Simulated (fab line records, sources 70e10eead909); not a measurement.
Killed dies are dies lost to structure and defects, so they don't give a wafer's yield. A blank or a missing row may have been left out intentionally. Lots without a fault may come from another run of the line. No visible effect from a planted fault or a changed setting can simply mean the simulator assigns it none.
fab line records + flow nand_harc
record:
- lots: 13
- wafers: 39
- last_day: 33
route steps=1302 shown P_M2@340 P_BONDPAD@369 END@1302
lots that met no fault: taken from a fault-free run of the same line
start_h: start of the lot's first displayed wafer, in hours after the record's first day + wait_h: hours from the lot's prior step to this one + " same as the row above + L1.1+2: several wafers, shown together as one row + - no value, or no start given + * or withheld: withheld + < > ~ a bound
route shown NAME@n: a module of which the file shows steps, and the number in the route of the first + usual: mean and standard deviation over wafers with no fault + same: alike in all rows + chamber/n: place in a boat + sites: each site's reading + _std_site: their standard deviation + _edge_site: the outer-site mean with the inner-site mean subtracted + radius_mm: how far each site lies from the wafer's centre + mask NAME#n: copy n + behind: the tool/chamber that last shaped the wafer + hold: reason for holding the lot/hours on hold/outcome of the hold + device: the transistor (n, p or np) that didn't switch + end of line: the route-end tests of the same wafers + a step with no rows: only its recipe + killed: dies that structure and defects cost at the first sort, which is not the same as the wafer's yield + map: dies across one wafer; x = killed, . = not, _ = none there
set.NAME: the setting the step ran with; set.NAME@STEP: the setting that earlier step ran with + model.NAME: the simulator's own value behind a step, which no gauge read
the route's steps for a sample of lots (tables are steps, rows are wafers)
services: a tool's chamber out of use, with start hour (start_h, from the record's first day; less than 0 if before it), hours out, and reason
== steps ==
step: NHARC_P_M2_PVD_20
recipe:
- target_thk_a: 50
- bias_v: 168.6
- power_w: 15000
- chamber_pressure_pa: 0.12
- time_s: 8.06
- substrate_temp_c: 50
- material: TaN
usual:
- throttle_valve_pct: 29.8/0.83
| lot.wafer | tool           | chamber | start_h | wait_h | throttle_valve_pct |
|-----------|----------------|---------|---------|--------|--------------------|
| L825.2    | pvd_sputter-02 | -       | -       | -      | 31.4               |
| L825.6    | "              | -       | "       | "      | 29.8               |
| L825.5    | "              | -       | "       | "      | 30.8               |
| L826.1    | pvd_sputter-02 | -       | -       | -      | 29.0               |
| L826.2    | "              | -       | "       | "      | 31.1               |
| L826.5    | "              | -       | "       | "      | 29.9               |
| L827.1    | pvd_sputter-03 | -       | -       | -      | 30.2               |
| L827.4    | "              | -       | "       | "      | 28.8               |
| L827.6    | "              | -       | "       | "      | 30.9               |
| L828.4    | pvd_sputter-01 | -       | -       | -      | 28.2               |
| L828.6    | "              | -       | "       | "      | 29.8               |
| L828.5    | "              | -       | "       | "      | 29.8               |
| L829.2    | pvd_sputter-02 | -       | -       | -      | 29.0               |
| L829.1    | "              | -       | "       | "      | 29.9               |
| L829.5    | "              | -       | "       | "      | 31.2               |
| L832.3    | pvd_sputter-01 | -       | -       | -      | 30.0               |
| L832.1    | "              | -       | "       | "      | 29.9               |
| L832.5    | "              | -       | "       | "      | 30.2               |
| L835.3    | pvd_sputter-03 | -       | -       | -      | 28.6               |
| L835.6    | "              | -       | "       | "      | 30.1               |
| L835.5    | "              | -       | "       | "      | 28.6               |
| L834.3    | pvd_sputter-02 | -       | -       | -      | 31.3               |
| L834.2    | "              | -       | "       | "      | 29.1               |
| L834.5    | "              | -       | "       | "      | 31.1               |
| L836.2    | pvd_sputter-02 | -       | -       | -      | 29.7               |
| L836.3    | "              | -       | "       | "      | 31.2               |
| L836.5    | "              | -       | "       | "      | 29.2               |
| L838.2    | pvd_sputter-01 | -       | -       | -      | 29.1               |
| L838.3    | "              | -       | "       | "      | 29.4               |
| L838.5    | "              | -       | "       | "      | 28.8               |
| L840.2    | pvd_sputter-01 | -       | -       | -      | 28.7               |
| L840.3    | "              | -       | "       | "      | 29.0               |
| L840.4    | "              | -       | "       | "      | 29.7               |
| L847.3    | pvd_sputter-01 | -       | -       | -      | 30.5               |
| L847.1    | "              | -       | "       | "      | 29.0               |
| L847.5    | "              | -       | "       | "      | 29.6               |
| L848.4    | pvd_sputter-02 | -       | -       | -      | 29.6               |
| L848.2    | "              | -       | "       | "      | 31.2               |
| L848.6    | "              | -       | "       | "      | 30.1               |
step: NHARC_P_BONDPAD_ETCH_12
recipe:
- target_depth_a: 2000
- time_s: 100
- chf3_flow_sccm: 50
- o2_flow_sccm: 10
- ar_flow_sccm: 200
- rf_w: 500
- bias_w: 200
- chemistry: CHF3/O2
usual:
- drypump_motor_current_A: 5.7/0.45
- oes_product_au: 0.936/0.021
- rf_vpp_V: 369.2/2.2
- run_length_s: 121.2/0.43
- showerhead_plenum_p_Torr: 2.34/0.091
- throttle_valve_pct: 20.572/0.0098
| lot.wafer | tool        | chamber | start_h | wait_h | drypump_motor_current_A | oes_product_au | rf_hours_counter_h | rf_vpp_V | run_length_s | showerhead_plenum_p_Torr | throttle_valve_pct |
|-----------|-------------|---------|---------|--------|-------------------------|----------------|--------------------|----------|--------------|--------------------------|--------------------|
| L825.2    | rie_diel-01 | 3       | 143.87  | -      | 6.5                     | 0.978          | 6.2                | 368.9    | 121.3        | 2.34                     | 20.557             |
| L825.5    | "           | 1       | "       | "      | 5.5                     | 0.965          | -                  | 368.6    | 120.8        | 2.33                     | 20.574             |
| L825.6    | "           | 2       | "       | "      | 5.4                     | 0.948          | -                  | 370.6    | 121.9        | 2.41                     | 20.581             |
| L826.2    | rie_diel-01 | 3       | 149.41  | -      | 6.5                     | 0.924          | 6.3                | 369.6    | 121.9        | 2.34                     | 20.572             |
| L826.1    | "           | 0       | "       | "      | 6.4                     | 0.923          | 4.6                | 375.4    | 122.0        | 2.56                     | 20.578             |
| L826.5    | "           | 1       | "       | "      | 5.6                     | 0.923          | -                  | 367.9    | 120.8        | 2.33                     | 20.571             |
| L827.4    | rie_diel-12 | 0       | 163.41  | -      | 5.5                     | 0.972          | 1.4                | 370.6    | 121.5        | 2.42                     | 20.597             |
| L827.1    | "           | 1       | "       | "      | 5.0                     | 0.977          | 1.3                | 367.9    | 122.0        | 2.25                     | 20.567             |
| L827.6    | "           | 0       | "       | "      | 5.5                     | 0.967          | -                  | 371.0    | 121.6        | 2.42                     | 20.562             |
| L828.4    | rie_diel-06 | 1       | 165.43  | -      | 5.9                     | 0.930          | 1.3                | 367.5    | 121.3        | 2.28                     | 20.566             |
| L828.6    | "           | 2       | "       | "      | 5.9                     | 0.947          | -                  | 369.6    | 121.7        | 2.36                     | 20.563             |
| L828.5    | "           | 3       | "       | "      | 5.4                     | 0.924          | -                  | 371.9    | 121.0        | 2.46                     | 20.581             |
| L829.2    | rie_diel-06 | 2       | 178.79  | -      | 5.9                     | 0.934          | 2.8                | 371.2    | 122.0        | 2.36                     | 20.572             |
| L829.1    | "           | 0       | "       | "      | 6.6                     | 0.913          | 2.1                | 367.6    | 120.9        | 2.27                     | 20.546             |
| L829.5    | "           | 3       | "       | "      | 5.5                     | 0.931          | -                  | 373.1    | 121.0        | 2.46                     | 20.557             |
| L832.1    | rie_diel-12 | 1       | 213.11  | -      | 5.0                     | 0.924          | 2.5                | 367.0    | 121.6        | 2.25                     | 20.568             |
| L832.3    | "           | 2       | "       | "      | 5.7                     | 0.920          | 2.7                | 367.3    | 121.0        | 2.26                     | 20.557             |
| L832.5    | "           | 1       | "       | "      | 5.0                     | 0.941          | -                  | 366.9    | 121.1        | 2.25                     | 20.577             |
| L835.3    | rie_diel-12 | 2       | 229.77  | -      | 5.6                     | 0.950          | 3.0                | 367.3    | 121.4        | 2.26                     | 20.575             |
| L835.5    | "           | 3       | "       | "      | 5.9                     | 0.948          | -                  | 367.4    | 120.5        | 2.26                     | 20.575             |
| L835.6    | "           | 0       | "       | "      | 5.5                     | 0.938          | -                  | 370.6    | 121.4        | 2.42                     | 20.571             |
| L834.2    | rie_diel-12 | 2       | 230.93  | -      | 5.7                     | 0.963          | 3.1                | 369.1    | 120.9        | 2.26                     | 20.589             |
| L834.3    | "           | 3       | "       | "      | 5.9                     | 0.978          | 3.2                | 367.6    | 120.5        | 2.26                     | 20.552             |
| L834.5    | "           | 1       | "       | "      | 5.0                     | 0.947          | -                  | 366.9    | 121.6        | 2.25                     | 20.582             |
| L836.3    | rie_diel-12 | 2       | 252.86  | -      | 5.7                     | 0.917          | 3.6                | 367.8    | 121.4        | 2.26                     | 20.576             |
| L836.2    | "           | 3       | "       | "      | 6.0                     | 0.943          | 3.7                | 369.0    | 108.5        | 2.26                     | 20.580             |
| L836.5    | "           | 2       | "       | "      | 5.7                     | 0.925          | -                  | 369.0    | 109.7        | 2.26                     | 20.575             |
| L838.2    | rie_diel-12 | 2       | 260.62  | -      | 5.7                     | 0.932          | 3.9                | 366.4    | 108.8        | 2.26                     | 20.566             |
| L838.3    | "           | 0       | "       | "      | 5.5                     | 0.922          | 3.8                | 371.0    | 121.2        | 2.42                     | 20.573             |
| L838.5    | "           | 1       | "       | "      | 5.0                     | 0.925          | -                  | 367.1    | 109.1        | 2.25                     | 20.563             |
| L840.2    | rie_diel-01 | 2       | 279.15  | -      | 5.4                     | 0.934          | 2.8                | 371.1    | 121.4        | 2.41                     | 20.554             |
| L840.4    | "           | 3       | "       | "      | 6.5                     | 0.921          | 2.9                | 369.3    | 121.9        | 2.34                     | 20.580             |
| L840.3    | "           | 1       | "       | "      | 5.5                     | 0.918          | 2.5                | 368.5    | 120.7        | 2.33                     | 20.590             |
| L847.1    | rie_diel-12 | 0       | 355.16  | -      | 5.5                     | 0.918          | 2.7                | 371.9    | 121.5        | 2.42                     | 20.563             |
| L847.3    | "           | 1       | "       | "      | 5.0                     | 0.929          | 2.6                | 367.3    | 121.2        | 2.25                     | 20.569             |
| L847.5    | "           | 1       | "       | "      | 4.9                     | 0.934          | -                  | 366.9    | 121.5        | 2.25                     | 20.583             |
| L848.2    | rie_diel-06 | 0       | 363.21  | -      | 6.6                     | 0.931          | 2.4                | 368.1    | 121.1        | 2.27                     | 20.578             |
| L848.4    | "           | 3       | "       | "      | 5.4                     | 0.927          | 2.7                | 371.7    | 121.0        | 2.45                     | 20.584             |
| L848.6    | "           | 1       | "       | "      | 5.9                     | 0.911          | -                  | 366.3    | 121.6        | 2.27                     | 20.568             |
step: NHARC_P_BONDPAD_CD_MEAS_13
usual:
- cd_nm: 499.3/1.7
| lot.wafer | tool      | chamber | start_h | wait_h | cd_nm |
|-----------|-----------|---------|---------|--------|-------|
| L825.2    | cd_sem-03 | -       | 143.99  | -      | 499.7 |
| L825.5    | "         | -       | "       | "      | 497.1 |
| L825.6    | "         | -       | "       | "      | 498.8 |
| L826.1    | cd_sem-03 | -       | 149.53  | -      | 496.6 |
| L826.2    | "         | -       | "       | "      | 497.3 |
| L826.5    | "         | -       | "       | "      | 498.9 |
| L827.1    | cd_sem-01 | -       | 163.55  | -      | 497.9 |
| L827.4    | "         | -       | "       | "      | 500.1 |
| L827.6    | "         | -       | "       | "      | 502.0 |
| L828.4    | cd_sem-03 | -       | 165.55  | -      | 502.0 |
| L828.5    | "         | -       | "       | "      | 498.5 |
| L828.6    | "         | -       | "       | "      | 500.9 |
| L829.1    | cd_sem-03 | -       | 178.93  | -      | 500.0 |
| L829.2    | "         | -       | "       | "      | 500.2 |
| L829.5    | "         | -       | "       | "      | 499.0 |
| L832.1    | cd_sem-03 | -       | 213.24  | -      | 498.8 |
| L832.3    | "         | -       | "       | "      | 496.9 |
| L832.5    | "         | -       | "       | "      | 497.5 |
| L835.3    | cd_sem-02 | -       | 229.89  | -      | 495.2 |
| L835.5    | "         | -       | "       | "      | 499.6 |
| L835.6    | "         | -       | "       | "      | 498.2 |
| L834.2    | cd_sem-02 | -       | 231.06  | -      | 498.3 |
| L834.3    | "         | -       | "       | "      | 501.5 |
| L834.5    | "         | -       | "       | "      | 500.3 |
| L836.2    | cd_sem-01 | -       | 252.99  | -      | 502.2 |
| L836.3    | "         | -       | "       | "      | 500.3 |
| L836.5    | "         | -       | "       | "      | 502.8 |
| L838.2    | cd_sem-02 | -       | 260.75  | -      | 500.4 |
| L838.3    | "         | -       | "       | "      | 501.3 |
| L838.5    | "         | -       | "       | "      | 500.5 |
| L840.2    | cd_sem-01 | -       | 279.30  | -      | 496.2 |
| L840.3    | "         | -       | "       | "      | 500.1 |
| L840.4    | "         | -       | "       | "      | 500.4 |
| L847.1    | cd_sem-03 | -       | 355.30  | -      | 500.6 |
| L847.3    | "         | -       | "       | "      | 499.9 |
| L847.5    | "         | -       | "       | "      | 499.3 |
| L848.2    | cd_sem-02 | -       | 363.35  | -      | 497.4 |
| L848.4    | "         | -       | "       | "      | 500.1 |
| L848.6    | "         | -       | "       | "      | 496.7 |
step: NHARC_P_BONDPAD_DEGAS_25
recipe:
- temp_c: 300
- time_s: 60
usual:
- heater_power_w: 500/37
| lot.wafer | tool           | chamber | start_h | wait_h | heater_power_w |
|-----------|----------------|---------|---------|--------|----------------|
| L825.2    | pvd_sputter-03 | -       | 144.67  | -      | 493            |
| L825.6    | "              | -       | "       | "      | 450            |
| L825.5    | "              | -       | "       | "      | 463            |
| L826.1    | pvd_sputter-03 | -       | 150.16  | -      | 465            |
| L826.2    | "              | -       | "       | "      | 423            |
| L826.5    | "              | -       | "       | "      | 450            |
| L827.4    | pvd_sputter-01 | -       | 164.17  | -      | 539            |
| L827.1    | "              | -       | "       | "      | 529            |
| L827.6    | "              | -       | "       | "      | 509            |
| L828.4    | pvd_sputter-02 | -       | 166.16  | -      | 510            |
| L828.6    | "              | -       | "       | "      | 521            |
| L828.5    | "              | -       | "       | "      | 522            |
| L829.1    | pvd_sputter-02 | -       | 179.57  | -      | 524            |
| L829.2    | "              | -       | "       | "      | 535            |
| L829.5    | "              | -       | "       | "      | 519            |
| L832.1    | pvd_sputter-02 | -       | 213.87  | -      | 477            |
| L832.3    | "              | -       | "       | "      | 520            |
| L832.5    | "              | -       | "       | "      | 518            |
| L835.3    | pvd_sputter-03 | -       | 230.53  | -      | 478            |
| L835.5    | "              | -       | "       | "      | 432            |
| L835.6    | "              | -       | "       | "      | 500            |
| L834.3    | pvd_sputter-01 | -       | 231.70  | -      | 506            |
| L834.2    | "              | -       | "       | "      | 532            |
| L834.5    | "              | -       | "       | "      | 494            |
| L836.3    | pvd_sputter-01 | -       | 253.61  | -      | 537            |
| L836.2    | "              | -       | "       | "      | 509            |
| L836.5    | "              | -       | "       | "      | 555            |
| L838.2    | pvd_sputter-02 | -       | 261.37  | -      | 511            |
| L838.3    | "              | -       | "       | "      | 547            |
| L838.5    | "              | -       | "       | "      | 534            |
| L840.2    | pvd_sputter-03 | -       | 279.92  | -      | 429            |
| L840.4    | "              | -       | "       | "      | 468            |
| L840.3    | "              | -       | "       | "      | 427            |
| L847.1    | pvd_sputter-01 | -       | 355.93  | -      | 515            |
| L847.3    | "              | -       | "       | "      | 543            |
| L847.5    | "              | -       | "       | "      | 494            |
| L848.2    | pvd_sputter-01 | -       | 363.99  | -      | 553            |
| L848.4    | "              | -       | "       | "      | 526            |
| L848.6    | "              | -       | "       | "      | 541            |
step: NHARC_END_SORT_01
recipe:
- temp_c: 25
usual:
- defect_limited_yield: 91/3
- killed_at_array: 59/20
- killed_at_other: 0.8/1
- killed_at_periphery: 3.2/2.1
- killed_dies: 63/21
- killed_open: 3.0/1.9
- killed_short: 2.3/1.5
same:
- gross_dies: 677
| lot.wafer | tool      | chamber | start_h | wait_h | defect_limited_yield[%] | killed_at_array | killed_at_other | killed_at_periphery | killed_dies | killed_open | killed_short |
|-----------|-----------|---------|---------|--------|-------------------------|-----------------|-----------------|---------------------|-------------|-------------|--------------|
| L835.3    | prober-01 | 0       | 654.28  | 3.1    | 94                      | 34              | 3               | 6                   | 43          | 1           | 3            |
| L835.5    | prober-01 | 0       | 655.85  | 3.7    | 93                      | 42              | 2               | 4                   | 48          | 7           | 4            |
| L835.6    | prober-01 | 0       | 656.64  | 3.9    | 94                      | 37              | 1               | 2                   | 40          | 1           | 4            |
| L836.2    | prober-01 | 0       | 686.67  | 2.8    | 3                       | 73              | 0               | 586                 | 659         | 5           | 2            |
| L836.3    | prober-01 | 0       | 687.46  | 3.1    | 92                      | 52              | 0               | 3                   | 55          | 2           | 1            |
| L836.5    | prober-01 | 0       | 689.05  | 3.7    | 1                       | 51              | 2               | 616                 | 669         | 2           | 1            |
| L838.2    | prober-01 | 0       | 694.47  | 2.8    | 3                       | 59              | 0               | 599                 | 658         | 2           | 0            |
| L838.3    | prober-01 | 0       | 695.26  | 3.1    | 90                      | 65              | 0               | 3                   | 68          | 5           | 1            |
| L838.5    | prober-01 | 0       | 696.86  | 3.7    | 1                       | 70              | 0               | 602                 | 672         | 0           | 2            |
| L840.2    | prober-01 | 0       | 710.06  | 2.8    | 96                      | 24              | 0               | 4                   | 28          | 4           | 2            |
| L840.3    | prober-01 | 0       | 710.85  | 3.1    | 97                      | 21              | 0               | 2                   | 23          | 3           | 2            |
| L840.4    | prober-01 | 0       | 711.64  | 3.4    | 96                      | 23              | 0               | 2                   | 25          | 4           | 0            |
| L848.2    | prober-01 | 0       | 796.12  | 2.8    | 91                      | 55              | 0               | 5                   | 60          | 3           | 0            |
| L848.4    | prober-01 | 0       | 797.73  | 3.4    | 92                      | 50              | 0               | 4                   | 54          | 0           | 1            |
| L848.6    | prober-01 | 0       | 799.34  | 4.0    | 92                      | 50              | 2               | 4                   | 56          | 0           | 4            |
killed by level:class
L835.3 A_CHANNEL_HOLE_D2:chamber_film_flake=19 P_BONDPAD:chamber_film_flake=3 A_CHANNEL_HOLE_D1:chamber_film_flake=3 A_CHANNEL_FILL_D2:chamber_film_flake=3 THIN_TSV:chamber_film_flake=3 P_ZERO_WELL:chamber_film_flake=2 A_STAIRCASE:chamber_film_flake=2 A_CONTACT:chamber_film_flake=2
L835.5 A_CHANNEL_HOLE_D2:chamber_film_flake=15 A_STAIRCASE:chamber_film_flake=5 A_CONTACT:chamber_film_flake=5 A_CHANNEL_HOLE_D1:chamber_film_flake=3 A_WL_FILL:geometric_particle:open=2 A_SLIT:chamber_film_flake=2 A_BONDPAD:chamber_film_flake=2 THIN_TSV:chamber_film_flake=2
L835.6 A_CHANNEL_HOLE_D2:chamber_film_flake=12 A_CONTACT:chamber_film_flake=7 A_CHANNEL_HOLE_D1:chamber_film_flake=6 A_WL_FILL:chamber_film_flake=3 A_SOURCE_PLATE:geometric_particle:short=2 P_BONDPAD:chamber_film_flake=2 A_CHANNEL_FILL_D2:chamber_film_flake=2 A_BONDPAD:chamber_film_flake=2
L836.2 P_BONDPAD:area_etch=582 A_SLIT:chamber_film_flake=33 A_CONTACT:chamber_film_flake=11 A_CHANNEL_HOLE_D1:chamber_film_flake=7 A_STAIRCASE:chamber_film_flake=5 A_CHANNEL_FILL_D2:chamber_film_flake=3 A_SGD_CUT:chamber_film_flake=3 A_WL_FILL:chamber_film_flake=2
L836.3 A_SLIT:chamber_film_flake=27 A_CHANNEL_HOLE_D1:chamber_film_flake=10 A_CONTACT:chamber_film_flake=5 A_STAIRCASE:chamber_film_flake=4 P_CONTACT:chamber_film_flake=2 A_BLC:chamber_film_flake=2 A_ONON_D1:geometric_particle:short=1 A_SGD_CUT:geometric_particle:open=1
L836.5 P_BONDPAD:area_etch=609 A_SLIT:chamber_film_flake=32 A_CONTACT:chamber_film_flake=5 A_CHANNEL_HOLE_D1:chamber_film_flake=4 A_SGD_CUT:chamber_film_flake=4 P_ZERO_WELL:chamber_film_flake=2 P_CONTACT:chamber_film_flake=2 A_CHANNEL_HOLE_D2:chamber_film_flake=2
L838.2 P_BONDPAD:area_etch=596 A_CHANNEL_HOLE_D1:chamber_film_flake=21 A_CHANNEL_HOLE_D2:chamber_film_flake=16 A_CONTACT:chamber_film_flake=10 A_CHANNEL_FILL_D2:chamber_film_flake=5 A_STAIRCASE:chamber_film_flake=3 P_CONTACT:geometric_particle:open=1 A_M0:geometric_particle:open=1
L838.3 A_CHANNEL_HOLE_D1:chamber_film_flake=23 A_CHANNEL_HOLE_D2:chamber_film_flake=23 A_STAIRCASE:chamber_film_flake=6 A_SLIT:chamber_film_flake=3 A_WL_FILL:chamber_film_flake=2 P_CONTACT:geometric_particle:open=1 P_M1:geometric_particle:open=1 A_CHANNEL_FILL_D1:geometric_particle:open=1
L838.5 P_BONDPAD:area_etch=602 A_CHANNEL_HOLE_D1:chamber_film_flake=27 A_CHANNEL_HOLE_D2:chamber_film_flake=25 A_CONTACT:chamber_film_flake=6 A_STAIRCASE:chamber_film_flake=3 A_ZERO_WELL:chamber_film_flake=2 A_SLIT:chamber_film_flake=2 A_CHANNEL_FILL_D2:chamber_film_flake=2
L840.2 A_CHANNEL_HOLE_D1:chamber_film_flake=8 A_SLIT:chamber_film_flake=4 A_CHANNEL_FILL_D1:geometric_particle:open=2 P_STI:chamber_film_flake=2 A_CHANNEL_HOLE_D2:chamber_film_flake=2 A_WL_FILL:chamber_film_flake=2 P_GATE:geometric_particle:short=1 A_ONON_D1:geometric_particle:open=1
L840.3 A_CHANNEL_HOLE_D1:chamber_film_flake=8 A_SLIT:chamber_film_flake=5 A_ONON_D2:geometric_particle:short=2 A_CONTACT:chamber_film_flake=2 P_CONTACT:geometric_particle:open=1 A_CHANNEL_HOLE_D2:geometric_particle:open=1 A_M0:geometric_particle:open=1 P_STI:chamber_film_flake=1
L840.4 A_CHANNEL_HOLE_D1:chamber_film_flake=12 A_SLIT:chamber_film_flake=6 P_CONTACT:geometric_particle:open=1 P_M0:geometric_particle:open=1 A_CHANNEL_FILL_D1:geometric_particle:open=1 A_SGD_CUT:geometric_particle:open=1 A_CHANNEL_FILL_D1:chamber_film_flake=1 A_DECK1_JOINT:chamber_film_flake=1
L848.2 A_CHANNEL_HOLE_D2:chamber_film_flake=29 A_STAIRCASE:chamber_film_flake=9 A_SLIT:chamber_film_flake=7 A_CONTACT:chamber_film_flake=7 P_GATE:chamber_film_flake=3 P_CONTACT:geometric_particle:open=1 A_CHANNEL_FILL_D2:geometric_particle:open=1 A_BLC:geometric_particle:open=1
L848.4 A_CHANNEL_HOLE_D2:chamber_film_flake=34 A_SLIT:chamber_film_flake=5 A_CONTACT:chamber_film_flake=5 A_STAIRCASE:chamber_film_flake=4 P_GATE:chamber_film_flake=3 A_ONON_D1:geometric_particle:short=1 P_M2:chamber_film_flake=1 A_WL_FILL:chamber_film_flake=1
L848.6 A_CHANNEL_HOLE_D2:chamber_film_flake=29 A_SLIT:chamber_film_flake=6 A_STAIRCASE:chamber_film_flake=4 A_CONTACT:chamber_film_flake=4 A_CHANNEL_FILL_D1:chamber_film_flake=3 THIN_TSV:chamber_film_flake=2 P_CONTACT:geometric_particle:short=1 A_CHANNEL_FILL_D1:geometric_particle:short=1
== services ==
| tool           | chamber | start_h | hours | kind   |
|----------------|---------|---------|-------|--------|
| rie_diel-12    | 0       | 124.90  | -     | clean  |
| rie_diel-12    | 1       | 124.90  | -     | clean  |
| rie_diel-12    | 2       | 124.90  | -     | clean  |
| rie_diel-12    | 3       | 124.90  | -     | clean  |
| rie_diel-06    | -       | 130.20  | 9.0   | pm     |
| rie_diel-12    | 0       | 149.40  | -     | clean  |
| pvd_sputter-01 | -       | 162.41  | 0.5   | repair |
| pvd_sputter-03 | -       | 170.00  | 10.0  | pm     |
| rie_diel-12    | 3       | 184.98  | 2.4   | repair |
| rie_diel-12    | -       | 190.07  | 0.3   | repair |
| pvd_sputter-03 | -       | 201.81  | 5.6   | repair |
| rie_diel-01    | -       | 218.71  | 9.0   | pm     |
| rie_diel-06    | 1       | 228.87  | 3.5   | repair |
| pvd_sputter-01 | -       | 239.15  | 10.0  | pm     |
| rie_diel-12    | -       | 268.40  | 9.0   | pm     |
| pvd_sputter-02 | -       | 285.98  | 10.0  | pm     |
| rie_diel-06    | -       | 307.20  | 9.0   | pm     |
| rie_diel-12    | 2       | 325.90  | 35.5  | repair |
| rie_diel-06    | 1       | 329.53  | 7.0   | repair |
| rie_diel-06    | 0       | 337.37  | 7.7   | repair |
| rie_diel-12    | 3       | 344.48  | 10.1  | repair |
| rie_diel-06    | 3       | 347.07  | 5.3   | repair |
| pvd_sputter-03 | -       | 348.00  | 10.0  | pm     |
| rie_diel-12    | 0       | 363.21  | 4.3   | repair |
== key ==
first_sign:
- step: NHARC_P_BONDPAD_ETCH_12
- reading: run_length_s
- direction: down
- sigmas: 28
- usual: *
- struck: *
effect:
- step: NHARC_END_SORT_01
- reading: killed_at_periphery
- direction: up
- sigmas: 99+
- usual: 3.2
- struck: 600.8
more_kills_born_at:
- NHARC_P_BONDPAD_ETCH_12@rie_diel-12: 2389
met_at NHARC_P_BONDPAD_ETCH_12
struck_lots L836,L838
struck_wafers L836.2,L836.5,L838.2,L838.5
later_rows_left_out L836.2,L836.5,L838.2,L838.5
not_acting_at NHARC_P_M2_PVD_20,NHARC_P_BONDPAD_CD_MEAS_13,NHARC_P_BONDPAD_DEGAS_25
onset_between 230.93 252.86
fault:
- kind: process_parameter_drift
- tool: rie_diel-12
- chamber: -
- onset_h: 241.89
- steps: NHARC_P_BONDPAD_ETCH_12
- channel: time_s
- offset: *
- shape: step
- end_h: 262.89
- scope: struck_wafers_only
- acts_in: *
- stated: *
later_rows_left_out: the simulator's readings of these wafers behind a module that went badly wrong aren't trusted and aren't shown, but for the sort
